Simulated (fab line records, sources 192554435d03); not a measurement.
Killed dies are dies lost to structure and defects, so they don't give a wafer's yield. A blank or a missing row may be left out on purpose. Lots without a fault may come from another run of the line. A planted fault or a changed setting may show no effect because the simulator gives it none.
Split-lot experiment | flow n5_finfet | 7 lots, 21 wafers read, on a route of 1938 steps

THE SPLIT
At N5_BEOL_M13_COAT_65 (time 60 s, resist thk 350 nm), the setting spin_rpm was moved away from the recipe's 1500 rpm on 7 of the 21 wafers read, by -9.7% to +9.1%. The other wafers ran this setting at the recipe's value.

The reading is taken at the split's own step.

THE READING
SOC_of_BEOL_M13_COAT_65.thk_nm (the simulator's own value, which no gauge read), in nm, at N5_BEOL_M13_COAT_65 (time 60 s, resist thk 350 nm). The file gives no usual value for it. The 14 wafers here that ran the recipe average 350.3 nm, standard deviation 0.92 nm.

wafer  | tool, chamber at the split | spin_rpm as run, rpm | against the recipe | SOC_of_BEOL_M13_COAT_65.thk_nm, nm | against lot-mates on the recipe
L075.1 | litho_track-03, 0          | 1500                 | recipe             | 352.6                              | -
L075.2 | litho_track-03, 0          | 1500                 | recipe             | 351.8                              | -
L075.3 | litho_track-03, 0          | 1500                 | recipe             | 350.2                              | -
L076.3 | litho_track-04, 0          | 1500                 | recipe             | 349.8                              | -
L076.4 | litho_track-04, 0          | 1500                 | recipe             | 350.2                              | -
L076.6 | litho_track-04, 0          | 1500                 | recipe             | 349                                | -
L081.1 | litho_track-03, 0          | 1354                 | -9.7%              | 369                                | +18.2
L081.2 | litho_track-03, 0          | 1354                 | -9.7%              | 368.4                              | +17.6
L081.3 | litho_track-03, 0          | 1500                 | recipe             | 350.8                              | -
L083.1 | litho_track-04, 0          | 1500                 | recipe             | 350.2                              | -
L083.2 | litho_track-04, 0          | 1636                 | +9.1%              | 335                                | -15.2
L083.3 | litho_track-04, 0          | 1636                 | +9.1%              | 335.2                              | -15.0
L086.3 | litho_track-02, 0          | 1500                 | recipe             | 349.4                              | -
L086.4 | litho_track-02, 0          | 1500                 | recipe             | 349.2                              | -
L086.6 | litho_track-02, 0          | 1500                 | recipe             | 350.4                              | -
L089.1 | litho_track-04, 0          | 1612                 | +7.5%              | 338                                | -12.0
L089.3 | litho_track-04, 0          | 1612                 | +7.5%              | 338                                | -12.0
L089.4 | litho_track-04, 0          | 1500                 | recipe             | 350                                | -
L090.4 | litho_track-02, 0          | 1454                 | -3.1%              | 355.2                              | +5.1
L090.5 | litho_track-02, 0          | 1500                 | recipe             | 350.2                              | -
L090.6 | litho_track-02, 0          | 1500                 | recipe             | 350                                | -

THE FIT
A straight line over all 21 wafers: SOC_of_BEOL_M13_COAT_65.thk_nm changes by -1.76 nm for each +1% of spin_rpm; r = -0.99; the points scatter about the line by 0.95 nm.
The same after taking each lot's own level away (the mean of its wafers on the recipe; 21 wafers): -1.73 nm for each +1%; r = -1.00; scatter 0.66 nm.
On that fit, the largest move of spin_rpm shifts the reading by 17 nm.
The lots' own levels span 349.67 to 351.53 nm, that is 2.0 times the standard deviation above.
So the lot-to-lot level changes the slope little: the two slopes agree.
Check: with one of the wafers moved furthest among these (-9.7%) left out of the fit, the line predicts +16.6 nm for it against its lot-mates. It came out at +18.2 nm against them.

OTHER SPLITS ON THESE WAFERS
These wafers also went through other splits before the reading. Each is held against what the fit with the lots' levels taken away leaves over:
other split on the same wafers | wafers away from the commonest value | r with SOC_of_BEOL_M13_COAT_65.thk_nm (lot level and that fit taken away)
N5_BEOL_M9_ETCH_62 source_w    | 7                                    | +0.20
N5_BEOL_M9_COAT_22 spin_rpm    | 8                                    | -0.02
N5_BEOL_M10_ETCH_62 time_s     | 8                                    | +0.04
N5_BEOL_M10_VIA_ETCH_34 time_s | 9                                    | +0.15
N5_BEOL_M10_ETCH_41 source_w   | 4                                    | +0.06
N5_BEOL_M12_SPUTTER_44 time_s  | 10                                   | -0.22
N5_BEOL_M13_ILD_DEP_00 time_s  | 4                                    | +0.35

THE FILE'S OWN FIT
SOC_of_BEOL_M13_COAT_65.thk_nm changes by -1.72 nm for each +1% of spin_rpm, r = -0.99.
